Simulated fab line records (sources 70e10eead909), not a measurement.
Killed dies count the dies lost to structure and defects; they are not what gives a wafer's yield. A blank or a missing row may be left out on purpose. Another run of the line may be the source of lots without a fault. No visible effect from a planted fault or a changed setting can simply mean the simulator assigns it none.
The tool behind it: which one? / flow nand-harc / 13 lots, 39 wafers sampled, at 6 steps of a route of 1159

== WHAT THE GAUGES SHOWED, per wafer ==
NHARC_P_GATE_CD_MEAS_11 targets a cd of 1640 nm.
lot=L872; measured=day 4 07:37; on=cd-sem-01; cd-nm (nm)=- - -
lot=L874; measured=day 4 20:53; on=cd-sem-03; cd-nm (nm)=1636.1 1639.8 1639.3
lot=L873; measured=day 4 21:03; on=cd-sem-01; cd-nm (nm)=1638.4 1641.5 1639.9
lot=L878; measured=day 6 03:34; on=cd-sem-03; cd-nm (nm)=1637.0 1637.8 1638.4
lot=L883; measured=day 7 07:43; on=cd-sem-01; cd-nm (nm)=1637.1 1639.9 1638.9
lot=L881; measured=day 7 07:46; on=cd-sem-02; cd-nm (nm)=1639.6 1641.3 1639.6
lot=L885; measured=day 7 18:53; on=cd-sem-03; cd-nm (nm)=1638.2 1637.6 1638.4
lot=L887; measured=day 8 05:52; on=cd-sem-02; cd-nm (nm)=1637.2 1637.0 1637.9
lot=L886; measured=day 8 06:01; on=cd-sem-03; cd-nm (nm)=1640.4 1640.5 1640.7
lot=L889; measured=day 8 19:43; on=cd-sem-03; cd-nm (nm)=1638.9 1639.3 1638.0
lot=L891; measured=day 9 12:04; on=cd-sem-03; cd-nm (nm)=1638.8 1639.3 1637.3
lot=L893; measured=day 9 12:13; on=cd-sem-03; cd-nm (nm)=1640.2 1642.5 1638.0
lot=L892; measured=day 9 12:24; on=cd-sem-01; cd-nm (nm)=1640.0 1638.3 1639.6

NHARC_P_GATE_OVL_MEAS_27.
lot=L872; measured=day 4 21:25; on=overlay-02; overlay-x-nm (nm)=-0.5 -0.1 -0.6; overlay-y-nm (nm)=2.0 1.5 1.0
lot=L874; measured=day 5 13:19; on=overlay-02; overlay-x-nm (nm)=0.5 0.2 0.2; overlay-y-nm (nm)=-1.1 -1.2 -0.9
lot=L873; measured=day 5 13:10; on=overlay-01; overlay-x-nm (nm)=-0.8 -0.5 -0.5; overlay-y-nm (nm)=0.3 0.1 0.1
lot=L878; measured=day 6 20:35; on=overlay-01; overlay-x-nm (nm)=0.2 -0.2 0.2; overlay-y-nm (nm)=0.1 0.1 0.7
lot=L883; measured=day 7 21:16; on=overlay-01; overlay-x-nm (nm)=0.4 0.6 0.7; overlay-y-nm (nm)=-0.5 -1.1 -0.5
lot=L881; measured=day 7 22:11; on=overlay-01; overlay-x-nm (nm)=1.3 0.6 0.6; overlay-y-nm (nm)=0.5 0.3 -0.1
lot=L885; measured=day 8 10:43; on=overlay-02; overlay-x-nm (nm)=0.4 -0.7 0.3; overlay-y-nm (nm)=-0.7 -0.7 -1.0
lot=L887; measured=day 8 22:32; on=overlay-01; overlay-x-nm (nm)=-0.4 -0.6 -0.8; overlay-y-nm (nm)=-0.1 0.0 0.4
lot=L886; measured=day 8 21:23; on=overlay-02; overlay-x-nm (nm)=-0.9 -0.8 -0.4; overlay-y-nm (nm)=-0.8 -0.6 -0.4
lot=L889; measured=day 9 09:55; on=overlay-02; overlay-x-nm (nm)=-0.9 -0.6 -1.2; overlay-y-nm (nm)=-1.0 -1.0 -0.9
lot=L891; measured=day 10 02:05; on=overlay-02; overlay-x-nm (nm)=-0.2 -0.9 -0.8; overlay-y-nm (nm)=-0.9 -0.5 -0.5
lot=L893; measured=day 10 02:14; on=overlay-01; overlay-x-nm (nm)=0.7 0.7 0.9; overlay-y-nm (nm)=0.3 1.0 0.0
lot=L892; measured=day 10 02:37; on=overlay-01; overlay-x-nm (nm)=-1.0 -0.9 -0.8; overlay-y-nm (nm)=-0.5 -0.7 -1.0

NHARC_END_SORT_01.
lot=L872; measured=day 19 17:01; on=prober-01; killed-at-array=16 23 19; killed-at-other=0 0 3; killed-at-periphery=661 654 655; killed-dies=677 677 677; killed-open=4 3 3; killed-short=2 2 2

== TOOL THAT RAN EACH LOT (tool first, then ch and the chambers of the sampled wafers, then the start) ==
lot=L872; NHARC_P_GATE_EXPOSE_08=krf-scanner-03 ch 0, day 4 07:28; NHARC_P_GATE_DEP_103=pecvd-03 ch 1,2, day 4 20:38; NHARC_P_GATE_STRIP_75=plasma-asher-02 ch 0,1, day 5 10:28
lot=L874; NHARC_P_GATE_EXPOSE_08=krf-scanner-03 ch 0, day 4 20:44; NHARC_P_GATE_DEP_103=pecvd-03 ch 0,2, day 5 12:25; NHARC_P_GATE_STRIP_75=plasma-asher-01 ch 0,1, day 6 01:54
lot=L873; NHARC_P_GATE_EXPOSE_08=krf-scanner-04 ch 0, day 4 20:53; NHARC_P_GATE_DEP_103=pecvd-01 ch 0,1,2, day 5 12:26; NHARC_P_GATE_STRIP_75=plasma-asher-02 ch 0,1, day 6 02:04
lot=L878; NHARC_P_GATE_EXPOSE_08=krf-scanner-01 ch 0, day 6 03:25; NHARC_P_GATE_DEP_103=pecvd-02 ch 0,1, day 6 19:51; NHARC_P_GATE_STRIP_75=plasma-asher-01 ch 0,1, day 7 10:17
lot=L883; NHARC_P_GATE_EXPOSE_08=krf-scanner-03 ch 0, day 7 07:34; NHARC_P_GATE_DEP_103=pecvd-03 ch 1,2, day 7 20:37; NHARC_P_GATE_STRIP_75=plasma-asher-01 ch 0,1, day 8 12:23
lot=L881; NHARC_P_GATE_EXPOSE_08=krf-scanner-03 ch 0, day 7 07:36; NHARC_P_GATE_DEP_103=pecvd-01 ch 0,1,2, day 7 21:22; NHARC_P_GATE_STRIP_75=plasma-asher-01 ch 0,1, day 8 17:55
lot=L885; NHARC_P_GATE_EXPOSE_08=krf-scanner-01 ch 0, day 7 18:44; NHARC_P_GATE_DEP_103=pecvd-03 ch 0,1,2, day 8 10:02; NHARC_P_GATE_STRIP_75=plasma-asher-01 ch 0,1, day 8 23:52
lot=L887; NHARC_P_GATE_EXPOSE_08=krf-scanner-03 ch 0, day 8 05:42; NHARC_P_GATE_DEP_103=pecvd-02 ch 0,2, day 8 21:41; NHARC_P_GATE_STRIP_75=plasma-asher-02 ch 0,1, day 9 11:49
lot=L886; NHARC_P_GATE_EXPOSE_08=krf-scanner-04 ch 0, day 8 05:52; NHARC_P_GATE_DEP_103=pecvd-02 ch 0, day 8 20:40; NHARC_P_GATE_STRIP_75=plasma-asher-02 ch 0, day 9 10:07
lot=L889; NHARC_P_GATE_EXPOSE_08=krf-scanner-03 ch 0, day 8 19:34; NHARC_P_GATE_DEP_103=pecvd-03 ch 0,1, day 9 09:11; NHARC_P_GATE_STRIP_75=plasma-asher-02 ch 1, day 9 22:42
lot=L891; NHARC_P_GATE_EXPOSE_08=krf-scanner-01 ch 0, day 9 11:55; NHARC_P_GATE_DEP_103=pecvd-02 ch 0,1,2, day 10 01:20; NHARC_P_GATE_STRIP_75=plasma-asher-01 ch 0,1, day 10 15:11
lot=L893; NHARC_P_GATE_EXPOSE_08=krf-scanner-04 ch 0, day 9 12:04; NHARC_P_GATE_DEP_103=pecvd-01 ch 0,1, day 10 01:21; NHARC_P_GATE_STRIP_75=plasma-asher-02 ch 0,1, day 10 14:58
lot=L892; NHARC_P_GATE_EXPOSE_08=krf-scanner-03 ch 0, day 9 12:14; NHARC_P_GATE_DEP_103=pecvd-02 ch 0,1,2, day 10 01:58; NHARC_P_GATE_STRIP_75=plasma-asher-02 ch 0,1, day 10 15:53
- NHARC_P_GATE_EXPOSE_08: exposes mask P HV.
- NHARC_P_GATE_DEP_103: deposits SiON, target thk 30 nm.
- NHARC_P_GATE_STRIP_75: strips in O2.

== WHAT THE TOOLS THEMSELVES READ (means of the sampled wafers that have a number; where no wafer has one, the mark that the record gives instead) ==
NHARC_P_GATE_DEP_103.
lot=L872; tool=pecvd-03; heater-power-w (W)=664
lot=L874; tool=pecvd-03; heater-power-w (W)=730
lot=L873; tool=pecvd-01; heater-power-w (W)=748
lot=L878; tool=pecvd-02; heater-power-w (W)=620
lot=L883; tool=pecvd-03; heater-power-w (W)=729
lot=L881; tool=pecvd-01; heater-power-w (W)=754
lot=L885; tool=pecvd-03; heater-power-w (W)=770
lot=L887; tool=pecvd-02; heater-power-w (W)=757
lot=L886; tool=pecvd-02; heater-power-w (W)=552
lot=L889; tool=pecvd-03; heater-power-w (W)=826
lot=L891; tool=pecvd-02; heater-power-w (W)=680
lot=L893; tool=pecvd-01; heater-power-w (W)=798
lot=L892; tool=pecvd-02; heater-power-w (W)=728

NHARC_P_GATE_STRIP_75.
lot=L872; tool=plasma-asher-02; drypump-motor-current-A (A)=5.8; heater-power-w (W)=341
lot=L874; tool=plasma-asher-01; drypump-motor-current-A (A)=5.4; heater-power-w (W)=322
lot=L873; tool=plasma-asher-02; drypump-motor-current-A (A)=5.8; heater-power-w (W)=335
lot=L878; tool=plasma-asher-01; drypump-motor-current-A (A)=5.5; heater-power-w (W)=315
lot=L883; tool=plasma-asher-01; drypump-motor-current-A (A)=5.4; heater-power-w (W)=340
lot=L881; tool=plasma-asher-01; drypump-motor-current-A (A)=5.4; heater-power-w (W)=322
lot=L885; tool=plasma-asher-01; drypump-motor-current-A (A)=5.4; heater-power-w (W)=341
lot=L887; tool=plasma-asher-02; drypump-motor-current-A (A)=6.2; heater-power-w (W)=327
lot=L886; tool=plasma-asher-02; drypump-motor-current-A (A)=5.3; heater-power-w (W)=342
lot=L889; tool=plasma-asher-02; drypump-motor-current-A (A)=6.7; heater-power-w (W)=324
lot=L891; tool=plasma-asher-01; drypump-motor-current-A (A)=5.4; heater-power-w (W)=315
lot=L893; tool=plasma-asher-02; drypump-motor-current-A (A)=6.2; heater-power-w (W)=329
lot=L892; tool=plasma-asher-02; drypump-motor-current-A (A)=5.8; heater-power-w (W)=337

== THE ANSWER, worked out from the rows above alone ==
Rule: the lots themselves supply what counts as usual. The widest of any qualifying gaps counts: lots, ordered by their means at a reading, are off when they make up no more than a third of the lots, leave a main group of 4 or more, and stand apart from it by 3 or more times the standard deviation of that group's means. A main group whose means are all the same, to the digits that the tables above print for the reading, isn't used. Also off: a lot with no number at a reading for which 4 or more lots have one. Where the step has rows for the other lots, those lots are counted as sound. The gauges are gone through in route order, then the tools' own readings, and for those a lot's mean is taken as printed above. The first step at which some lot is off is used, and at that step the reading that is off furthest; a lot without a number counts as furthest.
Off: L872 (NHARC_P_GATE_CD_MEAS_11, cd-nm). Without a number there: L872. The main group: mean 1639.0 nm, standard deviation 1.
If a tool, at a process step before that reading, ran all the lots that are off and no sound lot after the first of them, it fits. Gauges at NHARC_P_GATE_CD_MEAS_11: tried the same way as those tools. Of those tried, none fits.

== WHAT WAS PUT IN BY THE SIMULATOR ==
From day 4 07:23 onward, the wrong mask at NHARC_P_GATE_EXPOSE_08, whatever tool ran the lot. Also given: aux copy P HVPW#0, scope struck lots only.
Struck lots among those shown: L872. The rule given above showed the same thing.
